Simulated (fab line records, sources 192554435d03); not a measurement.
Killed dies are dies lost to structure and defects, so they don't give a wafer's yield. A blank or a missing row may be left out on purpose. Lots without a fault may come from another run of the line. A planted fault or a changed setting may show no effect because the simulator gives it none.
Chamber matching | flow n5_finfet | N5_BEOL_M2_VIA_ETCH_34 on rie_diel-05: 4 sister chambers
The step etches the open film in C4F6/O2, target depth 69.4 nm, time 65.9 s. 20 wafers are shown with their chamber, then 10 later ones without.

WAFERS WITH THEIR CHAMBER
wafer  | chamber | throttle_valve_pct (%) | drypump_motor_current_A (A) | rf_vpp_V (V)
L074.2 | 2       | 30.4                   | 6.2                         | 672
L074.3 | 3       | 30.8                   | 6.0                         | 668
L074.5 | 1       | 30.4                   | 6.5                         | 703
L076.1 | 3       | 30.8                   | 5.9                         | 667
L076.2 | 1       | 30.4                   | 6.5                         | 703
L076.5 | 3       | 30.8                   | 5.9                         | 668
L078.1 | 1       | 30.4                   | 6.5                         | 703
L078.3 | 3       | 30.8                   | 6.0                         | 668
L078.5 | 3       | 30.8                   | 5.9                         | 667
L081.1 | 3       | 30.8                   | 6.0                         | 669
L081.2 | 2       | 30.4                   | 6.3                         | 672
L081.6 | 0       | 30.3                   | 5.8                         | 674
L082.1 | 0       | 30.3                   | 5.8                         | 674
L082.4 | 3       | 30.8                   | 6.0                         | 668
L082.6 | 2       | 30.4                   | 6.3                         | 672
L085.1 | 0       | 30.3                   | 5.8                         | 672
L085.4 | 2       | 30.4                   | 6.3                         | 672
L085.5 | 2       | 30.4                   | 6.3                         | 671
L088.1 | 3       | 30.8                   | 6.0                         | 668
L088.2 | 1       | 30.5                   | 6.5                         | 714

SIGNATURES (means of the wafers above)
reading                 | chamber 0 | chamber 1 | chamber 2 | chamber 3 | scatter within a chamber
throttle_valve_pct      | 30.300    | 30.425    | 30.400    | 30.800    | 0.0217
drypump_motor_current_A | 5.800     | 6.500     | 6.280     | 5.963     | 0.0409
rf_vpp_V                | 673.33    | 705.75    | 671.80    | 667.88    | 2.46
Rule: a wafer's distance from a chamber is the root of the sum, over the readings, of the square of ((its reading less the chamber's mean) divided by the reading's scatter). The wafer belongs to the nearest chamber; if the next one is less than 2 further off, it can't be placed. The scatter: the root of (the sum of the squares of (reading less its chamber's mean) over the shown wafers, divided by (wafers less chambers)).

WAFERS WITHOUT THEIR CHAMBER
wafer  | throttle_valve_pct (%) | drypump_motor_current_A (A) | rf_vpp_V (V)
L088.4 | 30.4                   | 5.8                         | 675
L093.1 | 30.4                   | 5.8                         | 674
L093.2 | 30.5                   | 6.5                         | 716
L093.3 | 30.8                   | 6.0                         | 667
L092.2 | 30.8                   | 6.0                         | 668
L092.4 | 30.4                   | 5.8                         | 675
L092.6 | 30.4                   | 5.8                         | 673
L097.2 | 30.8                   | 6.0                         | 666
L097.4 | 30.6                   | 6.5                         | 715
L097.6 | 30.4                   | 5.8                         | 672

WHICH CHAMBER EACH WENT THROUGH
wafer  | from the rows above | in truth
L088.4 | 0                   | 0
L093.1 | 0                   | 0
L093.2 | 1                   | 1
L093.3 | 3                   | 3
L092.2 | 3                   | 3
L092.4 | 0                   | 0
L092.6 | 0                   | 0
L097.2 | 3                   | 3
L097.4 | 1                   | 1
L097.6 | 0                   | 0
Placed correctly: 10 of 10. Can't be placed from these rows: 0. Placed wrongly: 0.
